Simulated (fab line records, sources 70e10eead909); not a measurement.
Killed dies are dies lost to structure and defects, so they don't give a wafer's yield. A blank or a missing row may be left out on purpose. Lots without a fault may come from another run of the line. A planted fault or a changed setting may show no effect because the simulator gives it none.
Which tool did it? | flow nand_harc | 12 lots, 36 wafers sampled, at 1 step of a route of 1302

WHAT THE GAUGES READ, wafer by wafer
NHARC_A_CHANNEL_HOLE_D1_CD_MEAS_30.
lot  | measured     | on        | cd_nm (nm)
L075 | day 9 00:38  | cd_sem-01 | 89.3 91.0 90.8
L077 | day 10 01:28 | cd_sem-01 | 90.7 89.8 90.8
L080 | day 11 04:04 | cd_sem-03 | 91.3 91.6 89.5
L081 | day 11 23:10 | cd_sem-03 | 89.9 89.4 90.4
L083 | day 12 11:56 | cd_sem-01 | 89.3 89.3 88.0
L085 | day 13 06:59 | cd_sem-03 | 91.0 90.9 90.2
L087 | day 13 23:13 | cd_sem-02 | 91.8 90.9 91.0
L089 | day 15 04:09 | cd_sem-02 | 90.1 91.3 90.1
L090 | day 16 01:41 | cd_sem-02 | 89.8 89.5 90.4
L095 | day 17 11:06 | cd_sem-01 | 89.5 88.7 88.6
L093 | day 17 18:47 | cd_sem-03 | 89.3 90.5 89.5
L097 | day 18 08:20 | cd_sem-02 | 89.6 90.8 89.1

WHICH TOOL RAN EACH LOT (tool, then ch and the chambers of the sampled wafers, then the start)
The record holds no process step before these readings.

THE ANSWER, worked out from the rows above alone
Rule: what is usual is taken from the lots themselves. Put in order of their means at a reading, lots are off if they are a third of the lots or fewer, leave a main group of 4 or more, and stand apart from it by a gap of 3 or more times the standard deviation of the main group's means; of several such gaps the widest counts. A main group whose means are all the same, to the digits that the tables above print for the reading, isn't used. A lot without any number at a reading at which 4 lots or more have one is off too. The other lots that the step has rows for count as sound.
No lot is off at any reading shown: from this, nothing can be told.

WHAT THE SIMULATOR HAD PUT IN
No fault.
